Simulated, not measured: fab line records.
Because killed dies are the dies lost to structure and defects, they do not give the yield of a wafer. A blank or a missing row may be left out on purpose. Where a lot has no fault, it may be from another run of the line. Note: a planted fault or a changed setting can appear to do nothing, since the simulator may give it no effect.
Chamber matching | flow n5_finfet | N5_GATE_CUT_PECVD_57 on pecvd-04 has 3 sister chambers
The step deposits SiNx from SiH4/NH3/N2, target thk 21 nm. 18 wafers are shown with their chamber, then 9 later ones without.

== WAFERS PAIRED WITH THEIR CHAMBERS ==
wafer  | chamber | showerhead_plenum_p_Torr (Torr) | throttle_valve_pct (%) | showerhead_vpp_V (V)
L076.1 | 2       | 5.27                            | 40.5                   | 994
L076.2 | 0       | 5.09                            | 38.0                   | 1091
L076.4 | 0       | 5.09                            | 37.9                   | 1076
L079.3 | 0       | 5.08                            | 38.3                   | 1081
L079.4 | 2       | 5.28                            | 40.4                   | 999
L079.6 | 1       | 5.00                            | 39.9                   | 1080
L080.3 | 2       | 5.28                            | 40.2                   | 996
L080.5 | 2       | 5.29                            | 40.4                   | 984
L080.6 | 1       | 5.01                            | 40.2                   | 1060
L082.2 | 2       | 5.26                            | 40.3                   | 994
L082.4 | 1       | 5.00                            | 40.2                   | 1051
L082.6 | 2       | 5.27                            | 40.2                   | 985
L084.2 | 2       | 5.29                            | 40.2                   | 989
L084.4 | 0       | 5.08                            | 38.2                   | 1093
L084.5 | 2       | 5.28                            | 40.3                   | 990
L087.1 | 1       | 5.02                            | 40.1                   | 1077
L087.3 | 2       | 5.29                            | 40.5                   | 987
L087.6 | 1       | 5.01                            | 40.2                   | 1079

SIGNATURES (means of the wafers above)
reading                  | chamber 0 | chamber 1 | chamber 2 | scatter within a chamber
showerhead_plenum_p_Torr | 5.0850    | 5.0080    | 5.2789    | 0.0092
throttle_valve_pct       | 38.100    | 40.120    | 40.333    | 0.139
showerhead_vpp_V         | 1085.25   | 1069.40   | 990.89    | 8.56
Rule: a wafer lies at a distance from a chamber equal to the root of the sum of squares, over the readings, of (its reading less the chamber's mean, divided by the reading's scatter). The wafer belongs to the nearest chamber; if the next one is less than 2 further off, it can't be placed. The scatter: the root of (the sum of the squares of (reading less its chamber's mean) over the shown wafers, divided by (wafers less chambers)).

== WAFERS WITHOUT THEIR CHAMBER ==
wafer  | showerhead_plenum_p_Torr (Torr) | throttle_valve_pct (%) | showerhead_vpp_V (V)
L091.2 | 5.02                            | 40.3                   | 1080
L091.5 | 5.27                            | 40.3                   | 986
L091.6 | 5.08                            | 38.1                   | 1092
L095.3 | 5.10                            | 38.1                   | 1074
L095.4 | 5.00                            | 40.2                   | 1073
L095.6 | 5.08                            | 38.3                   | 1077
L096.1 | 5.09                            | 38.1                   | 1060
L096.4 | 5.09                            | 38.4                   | 1066
L096.5 | 5.01                            | 40.3                   | 1062

== EACH ONE'S CHAMBER ==
wafer  | from the rows above | in truth
L091.2 | 1                   | 1
L091.5 | 2                   | 2
L091.6 | 0                   | 0
L095.3 | 0                   | 0
L095.4 | 1                   | 1
L095.6 | 0                   | 0
L096.1 | 0                   | 0
L096.4 | 0                   | 0
L096.5 | 1                   | 1
Correctly placed: 9 of 9. From these rows, 0 cannot be placed. Wrongly placed: 0.
